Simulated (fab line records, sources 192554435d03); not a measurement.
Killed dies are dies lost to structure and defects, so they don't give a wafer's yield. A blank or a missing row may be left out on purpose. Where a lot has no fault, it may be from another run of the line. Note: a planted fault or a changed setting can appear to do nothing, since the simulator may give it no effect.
Which tool did it? | flow n5-finfet | 24 lots with 72 wafers sampled at 6 steps, on a route of 1938 steps

## WHAT EACH GAUGE READ, for each wafer
N5_BEOL_M6_OVL_MEAS_12. Usual: M6_OVL 0.4 nm, standard deviation 0.78.
lot  | measured     | on         | M6_OVL (nm)    | flag
L074 | day 8 18:32  | overlay-01 | 1.8 1.0 1.4    |
L075 | day 8 23:35  | overlay-02 | 1.1 1.1 0.6    |
L076 | day 9 14:09  | overlay-02 | 0.0 1.0 -0.7   |
L077 | day 9 14:19  | overlay-01 | 0.2 -1.0 -0.5  |
L078 | day 9 20:30  | overlay-02 | 0.8 0.4 -0.5   |
L079 | day 9 23:01  | overlay-01 | -1.1 -0.5 0.4  |
L081 | day 10 07:41 | overlay-02 | -0.9 -1.1 0.2  |
L080 | day 10 07:51 | overlay-01 | 2.5 2.9 0.8    |
L082 | day 10 10:41 | overlay-01 | 0.6 0.0 0.7    |
L083 | day 10 21:09 | overlay-02 | 1.5 1.1 1.3    |
L086 | day 11 16:53 | overlay-02 | 0.0 1.3 0.2    |
L084 | day 11 20:16 | overlay-01 | -0.2 -0.4 -0.5 |
L085 | day 12 01:03 | overlay-02 | 1.2 0.3 0.8    |
L088 | day 12 01:29 | overlay-02 | 0.3 0.3 1.3    |
L087 | day 12 04:49 | overlay-01 | 0.7 -0.3 0.2   |
L089 | day 12 18:04 | overlay-01 | 0.5 -0.1 0.4   |
L090 | day 12 19:03 | overlay-02 | 0.9 0.4 0.1    |
L092 | day 13 04:13 | overlay-01 | 0.0 -0.1 -0.1  |
L091 | day 13 09:19 | overlay-02 | 1.0 0.4 0.2    |
L094 | day 13 14:27 | overlay-01 | 0.9 0.5 0.3    |
L093 | day 13 17:49 | overlay-01 | -0.3 -0.2 0.4  |
L096 | day 14 05:58 | overlay-01 | 1.6 0.0 -0.5   |
L095 | day 14 06:12 | overlay-01 | 0.6 -0.2 -1.1  |
L097 | day 14 10:13 | overlay-02 | 0.1 1.0 0.3    |

N5_BEOL_M6_CD_MEAS_35: target cd 40 nm, target cd y 28 nm. Usual: cd-nm 40.1 nm, standard deviation 0.63.
lot  | measured     | on        | cd-nm (nm)     | flag
L074 | day 8 20:11  | cd-sem-03 | 40.3 40.7 40.3 |
L075 | day 9 02:03  | cd-sem-01 | 39.9 40.2 41.0 |
L076 | day 9 18:20  | cd-sem-02 | 39.5 40.5 40.7 |
L077 | day 9 18:04  | cd-sem-03 | 41.7 40.3 40.7 |
L078 | day 9 22:09  | cd-sem-03 | 39.9 39.3 39.6 |
L079 | day 10 01:16 | cd-sem-01 | 40.6 39.9 40.1 |
L081 | day 10 11:35 | cd-sem-03 | 40.3 40.4 40.1 |
L080 | day 10 11:11 | cd-sem-01 | 41.1 40.1 39.3 |
L082 | day 10 13:00 | cd-sem-01 | 39.7 39.9 39.6 |
L083 | day 11 00:16 | cd-sem-01 | 41.0 40.4 40.5 |
L086 | day 11 21:15 | cd-sem-01 | 40.6 40.3 39.7 |
L084 | day 12 00:38 | cd-sem-01 | 40.9 40.4 40.9 |
L085 | day 12 04:14 | cd-sem-02 | 40.1 39.4 39.8 |
L088 | day 12 04:26 | cd-sem-02 | 40.0 39.5 39.1 |
L087 | day 12 07:13 | cd-sem-03 | 40.4 41.0 39.3 |
L089 | day 12 21:03 | cd-sem-02 | 40.3 39.7 40.5 |
L090 | day 12 21:09 | cd-sem-03 | 40.0 39.3 39.5 |
L092 | day 13 08:44 | cd-sem-02 | 39.8 39.9 40.3 |
L091 | day 13 11:02 | cd-sem-02 | 38.9 39.2 39.1 |
L094 | day 13 17:10 | cd-sem-03 | 40.8 40.4 40.7 |
L093 | day 13 20:21 | cd-sem-02 | 39.9 38.8 39.7 |
L096 | day 14 07:31 | cd-sem-03 | 39.6 39.2 39.2 |
L095 | day 14 08:05 | cd-sem-03 | 40.0 40.1 39.6 |
L097 | day 14 13:35 | cd-sem-03 | 40.8 40.3 41.1 |

N5_BEOL_M7_CD_MEAS_11: the cd target is 38.5 nm. Usual: cd-nm 38.6 nm, standard deviation 0.52.
lot  | measured     | on        | cd-nm (nm)     | flag
L074 | day 8 23:57  | cd-sem-02 | 38.7 37.8 38.7 |
L075 | day 9 06:11  | cd-sem-01 | 37.7 38.1 38.5 |
L076 | day 10 00:04 | cd-sem-01 | 39.4 39.1 37.9 |
L077 | day 9 22:50  | cd-sem-02 | 39.1 38.9 38.7 |
L078 | day 10 02:43 | cd-sem-01 | 38.3 38.1 37.9 |
L079 | day 10 07:46 | cd-sem-03 | 39.2 38.6 39.3 |
L081 | day 10 16:32 | cd-sem-03 | 38.4 37.5 38.5 |
L080 | day 10 16:27 | cd-sem-02 | 38.2 38.5 38.7 |
L082 | day 10 16:44 | cd-sem-01 | 39.4 38.4 39.1 |
L083 | day 11 04:33 | cd-sem-02 | 38.5 38.9 38.7 |
L086 | day 12 04:17 | cd-sem-01 | 38.0 38.4 39.4 |
L084 | day 12 05:10 | cd-sem-02 | 38.0 37.6 37.8 |
L085 | day 12 08:43 | cd-sem-02 | 38.8 39.0 39.6 |
L088 | day 12 11:01 | cd-sem-02 | 38.6 38.8 38.7 |
L087 | day 12 11:31 | cd-sem-03 | 38.2 38.3 37.8 |
L089 | day 13 04:10 | cd-sem-03 | 39.2 37.8 37.7 |
L090 | day 13 04:19 | cd-sem-03 | 38.9 39.0 39.4 |
L092 | day 13 14:19 | cd-sem-03 | 37.9 38.4 38.9 |
L091 | day 13 16:28 | cd-sem-03 | 39.3 39.7 39.1 |
L094 | day 14 00:27 | cd-sem-02 | 38.6 39.2 39.1 |
L093 | day 14 01:44 | cd-sem-02 | 38.9 39.1 38.4 |
L096 | day 14 13:30 | cd-sem-02 | 38.2 38.5 38.3 |
L095 | day 14 13:40 | cd-sem-03 | 39.1 38.5 37.9 |
L097 | day 14 19:09 | cd-sem-02 | 39.0 38.7 38.6 |

## WHAT TOOL EACH LOT RAN ON (gives the tool, then ch and the chambers of the sampled wafers, and finally the start)
lot  | N5_BEOL_M5_CO_CAP_78             | N5_BEOL_M6_HM_OPEN_17             | N5_BEOL_M6_DESCUM_33
L074 | cvd-co-01 ch 0,1,2, day 8 14:58  | rie-metal-01 ch 0,1, day 8 18:52  | rie-diel-05 ch 1,2,3, day 8 19:37
L075 | cvd-co-01 ch 0,2, day 8 20:37    | rie-metal-03 ch 0,1, day 9 00:30  | rie-diel-01 ch 1,2,3, day 9 01:28
L076 | cvd-co-02 ch 0,2, day 9 11:01    | rie-metal-01 ch 0,1, day 9 14:35  | rie-diel-05 ch 2,3, day 9 17:46
L077 | cvd-co-01 ch 0,1,2, day 9 11:22  | rie-metal-02 ch 1, day 9 14:39    | rie-diel-06 ch 0,2, day 9 17:29
L078 | cvd-co-01 ch 0,1, day 9 19:02    | rie-metal-02 ch 1, day 9 20:50    | rie-diel-05 ch 2,3, day 9 21:34
L079 | cvd-co-01 ch 0,2, day 9 21:05    | rie-metal-01 ch 0,1, day 9 23:22  | rie-diel-01 ch 1,2,3, day 10 00:41
L081 | cvd-co-01 ch 0,2, day 10 05:10   | rie-metal-03 ch 0,1, day 10 08:01 | rie-diel-01 ch 0,2,3, day 10 11:01
L080 | cvd-co-02 ch 0,2, day 10 05:23   | rie-metal-02 ch 0,1, day 10 08:11 | rie-diel-05 ch 1,3, day 10 10:36
L082 | cvd-co-02 ch 0,1,2, day 10 07:57 | rie-metal-02 ch 0,1, day 10 11:02 | rie-diel-01 ch 0,3, day 10 12:25
L083 | cvd-co-02 ch 0,2, day 10 19:33   | rie-metal-03 ch 0,1, day 10 21:29 | rie-diel-05 ch 1,2,3, day 10 23:41
L086 | cvd-co-01 ch 0,1,2, day 11 13:53 | rie-metal-03 ch 0,1, day 11 17:13 | rie-diel-05 ch 0,1,2, day 11 20:40
L084 | cvd-co-02 ch 0,2, day 11 16:11   | rie-metal-01 ch 1, day 11 20:37   | rie-diel-05 ch 0,1,3, day 12 00:03
L085 | cvd-co-02 ch 0,1,2, day 11 22:14 | rie-metal-01 ch 1, day 12 01:58   | rie-diel-06 ch 0,2,3, day 12 03:40
L088 | cvd-co-01 ch 0,1, day 11 23:28   | rie-metal-03 ch 0,1, day 12 02:00 | rie-diel-05 ch 0,1,3, day 12 03:51
L087 | cvd-co-01 ch 0,1, day 12 02:05   | rie-metal-03 ch 0, day 12 05:19   | rie-diel-05 ch 0,3, day 12 06:38
L089 | cvd-co-01 ch 0,1,2, day 12 16:35 | rie-metal-02 ch 0,1, day 12 18:25 | rie-diel-05 ch 0,1,3, day 12 20:28
L090 | cvd-co-01 ch 1,2, day 12 17:03   | rie-metal-01 ch 0,1, day 12 19:23 | rie-diel-06 ch 1,2, day 12 20:34
L092 | cvd-co-02 ch 0,1, day 13 00:32   | rie-metal-02 ch 0,1, day 13 04:52 | rie-diel-06 ch 0,1,2, day 13 08:09
L091 | cvd-co-01 ch 1,2, day 13 07:09   | rie-metal-02 ch 0,1, day 13 09:39 | rie-diel-01 ch 1,2,3, day 13 10:26
L094 | cvd-co-02 ch 0,1, day 13 12:18   | rie-metal-01 ch 0,1, day 13 15:12 | rie-diel-06 ch 1,2, day 13 16:35
L093 | cvd-co-02 ch 0,2, day 13 15:58   | rie-metal-03 ch 0,1, day 13 18:11 | rie-diel-06 ch 0,1,2, day 13 19:46
L096 | cvd-co-01 ch 0,1,2, day 14 03:19 | rie-metal-02 ch 0,1, day 14 06:20 | rie-diel-06 ch 1,2,3, day 14 06:56
L095 | cvd-co-01 ch 0,2, day 14 03:31   | rie-metal-03 ch 0,1, day 14 06:38 | rie-diel-01 ch 0,1,2, day 14 07:30
L097 | cvd-co-01 ch 0,1,2, day 14 07:37 | rie-metal-02 ch 0,1, day 14 11:19 | rie-diel-06 ch 0,1, day 14 13:01
- N5_BEOL_M5_CO_CAP_78: material Co, precursor CCTBA/H2, target thk 2 nm, time 102.1 s.
- N5_BEOL_M6_HM_OPEN_17: chemistry Cl2/BCl3, target TiN, target depth 20 nm, overetch 6 nm.
- N5_BEOL_M6_DESCUM_33: chemistry O2, time 7 s.

## WHAT THE TOOLS THEMSELVES READ (means of the sampled wafers that have a number; where no wafer has one, the mark that the record gives instead)
N5_BEOL_M5_CO_CAP_78. Usual: heater-power-w 233 W, standard deviation 15; susceptor-temp-C 199.99 C, standard deviation 0.16.
lot  | tool      | heater-power-w (W) | susceptor-temp-C (C) | flag
L074 | cvd-co-01 | 235                | 200.06               |
L075 | cvd-co-01 | 224                | 199.96               |
L076 | cvd-co-02 | 241                | 199.85               |
L077 | cvd-co-01 | 233                | 199.98               |
L078 | cvd-co-01 | 235                | 199.75               |
L079 | cvd-co-01 | 222                | 199.99               |
L081 | cvd-co-01 | 226                | 199.93               |
L080 | cvd-co-02 | 231                | 200.02               |
L082 | cvd-co-02 | 231                | 200.03               |
L083 | cvd-co-02 | 236                | 199.99               |
L086 | cvd-co-01 | 234                | 200.01               |
L084 | cvd-co-02 | 229                | 200.21               |
L085 | cvd-co-02 | 226                | 200.02               |
L088 | cvd-co-01 | 220                | 199.99               |
L087 | cvd-co-01 | 235                | 200.03               |
L089 | cvd-co-01 | 235                | 200.05               |
L090 | cvd-co-01 | 250                | 200.07               |
L092 | cvd-co-02 | 225                | 199.93               |
L091 | cvd-co-01 | 247                | 199.93               |
L094 | cvd-co-02 | 225                | 200.17               |
L093 | cvd-co-02 | 229                | 199.97               |
L096 | cvd-co-01 | 239                | 199.97               |
L095 | cvd-co-01 | 224                | 199.92               |
L097 | cvd-co-01 | 238                | 199.81               |

N5_BEOL_M6_HM_OPEN_17. Usual: drypump-motor-current-A 5.5 A, standard deviation 0.41; oes-product-au 0.70 a.u., standard deviation 0.07; throttle-valve-pct 22.05 %, standard deviation 0.12.
lot  | tool         | drypump-motor-current-A (A) | oes-product-au (a.u.) | throttle-valve-pct (%) | flag
L074 | rie-metal-01 | 5.3                         | 0.68                  | 22.17                  |
L075 | rie-metal-03 | 5.9                         | 0.75                  | 21.97                  |
L076 | rie-metal-01 | 5.2                         | 0.68                  | 22.17                  |
L077 | rie-metal-02 | 5.1                         | 0.69                  | 21.97                  |
L078 | rie-metal-02 | 5.1                         | 0.70                  | 21.96                  |
L079 | rie-metal-01 | 5.2                         | 0.70                  | 22.12                  |
L081 | rie-metal-03 | 5.9                         | 0.74                  | 21.97                  |
L080 | rie-metal-02 | 5.7                         | 0.77                  | 22.00                  |
L082 | rie-metal-02 | 5.7                         | 0.78                  | 22.00                  |
L083 | rie-metal-03 | 5.7                         | 0.65                  | 22.09                  |
L086 | rie-metal-03 | 5.9                         | 0.71                  | 22.00                  |
L084 | rie-metal-01 | 5.2                         | 0.72                  | 22.05                  |
L085 | rie-metal-01 | 5.2                         | 0.73                  | 22.04                  |
L088 | rie-metal-03 | 5.7                         | 0.65                  | 22.10                  |
L087 | rie-metal-03 | 5.4                         | 0.58                  | 22.22                  |
L089 | rie-metal-02 | 5.7                         | 0.73                  | 22.02                  |
L090 | rie-metal-01 | 5.3                         | 0.66                  | 22.18                  |
L092 | rie-metal-02 | 5.7                         | 0.74                  | 22.02                  |
L091 | rie-metal-02 | 5.4                         | 0.70                  | 22.00                  |
L094 | rie-metal-01 | 5.2                         | 0.66                  | 22.20                  |
L093 | rie-metal-03 | 5.9                         | 0.70                  | 22.00                  |
L096 | rie-metal-02 | 5.4                         | 0.70                  | 22.00                  |
L095 | rie-metal-03 | 5.9                         | 0.69                  | 22.01                  |
L097 | rie-metal-02 | 5.7                         | 0.74                  | 22.00                  |

N5_BEOL_M6_DESCUM_33. Usual: drypump-motor-current-A 5.7 A, standard deviation 0.53; oes-product-au 0.79 a.u., standard deviation 0.091; rf-vpp-V 243.6 V, standard deviation 1.4; showerhead-plenum-p-Torr 2.12 Torr, standard deviation 0.06; throttle-valve-pct 20.46 %, standard deviation 0.27.
lot  | tool        | drypump-motor-current-A (A) | oes-product-au (a.u.) | rf-vpp-V (V) | showerhead-plenum-p-Torr (Torr) | throttle-valve-pct (%) | flag
L074 | rie-diel-05 | 5.5                         | 0.78                  | 245.1        | 2.18                            | 20.40                  |
L075 | rie-diel-01 | 5.7                         | 0.79                  | 243.1        | 2.13                            | 20.67                  |
L076 | rie-diel-05 | 5.5                         | 0.79                  | 244.7        | 2.18                            | 20.23                  |
L077 | rie-diel-06 | 5.5                         | 0.79                  | 242.3        | 2.09                            | 20.61                  |
L078 | rie-diel-05 | 5.3                         | 0.74                  | 245.0        | 2.17                            | 20.45                  |
L079 | rie-diel-01 | 5.7                         | 0.78                  | 243.3        | 2.13                            | 20.70                  |
L081 | rie-diel-01 | 5.5                         | 0.75                  | 243.8        | 2.13                            | 20.71                  |
L080 | rie-diel-05 | 5.7                         | 0.80                  | 245.0        | 2.19                            | 20.20                  |
L082 | rie-diel-01 | 5.2                         | 0.75                  | 242.9        | 2.12                            | 20.83                  |
L083 | rie-diel-05 | 5.5                         | 0.75                  | 244.9        | 2.17                            | 20.43                  |
L086 | rie-diel-05 | 5.8                         | 0.80                  | 244.7        | 2.12                            | 20.43                  |
L084 | rie-diel-05 | 6.0                         | 0.84                  | 244.9        | 2.14                            | 20.21                  |
L085 | rie-diel-06 | 5.8                         | 0.83                  | 243.6        | 2.10                            | 20.56                  |
L088 | rie-diel-05 | 6.0                         | 0.85                  | 243.9        | 2.14                            | 20.22                  |
L087 | rie-diel-05 | 6.3                         | 0.91                  | 243.8        | 2.10                            | 20.03                  |
L089 | rie-diel-05 | 6.0                         | 0.83                  | 244.3        | 2.14                            | 20.23                  |
L090 | rie-diel-06 | 6.1                         | 0.87                  | 243.3        | 2.13                            | 20.33                  |
L092 | rie-diel-06 | 5.5                         | 0.82                  | 243.3        | 2.09                            | 20.43                  |
L091 | rie-diel-01 | 5.7                         | 0.76                  | 243.7        | 2.12                            | 20.73                  |
L094 | rie-diel-06 | 5.7                         | 0.79                  | 243.0        | 2.09                            | 20.34                  |
L093 | rie-diel-06 | 5.6                         | 0.82                  | 242.9        | 2.09                            | 20.44                  |
L096 | rie-diel-06 | 5.8                         | 0.78                  | 242.7        | 2.10                            | 20.49                  |
L095 | rie-diel-01 | 5.7                         | 0.78                  | 242.7        | 2.07                            | 20.55                  |
L097 | rie-diel-06 | 5.0                         | 0.77                  | 242.0        | 2.05                            | 20.55                  |

## THE ANSWER, worked out from the rows above alone
Rule: a lot is off if the mean of its wafers that have a number lies more than 3 standard deviations from the usual mean. A lot without any number at a reading at which 4 lots or more have one is off too. The other lots that the step has rows for count as sound. Order of review: gauges by route order, followed by the tools' own readings, for which a lot's mean as printed above is used. At the first step where some lot is off, the reading lying furthest off is the one used; lots without a number count as furthest.
No lot is off at any reading shown: from this, nothing can be told.

## WHAT THE SIMULATOR HAD PUT IN
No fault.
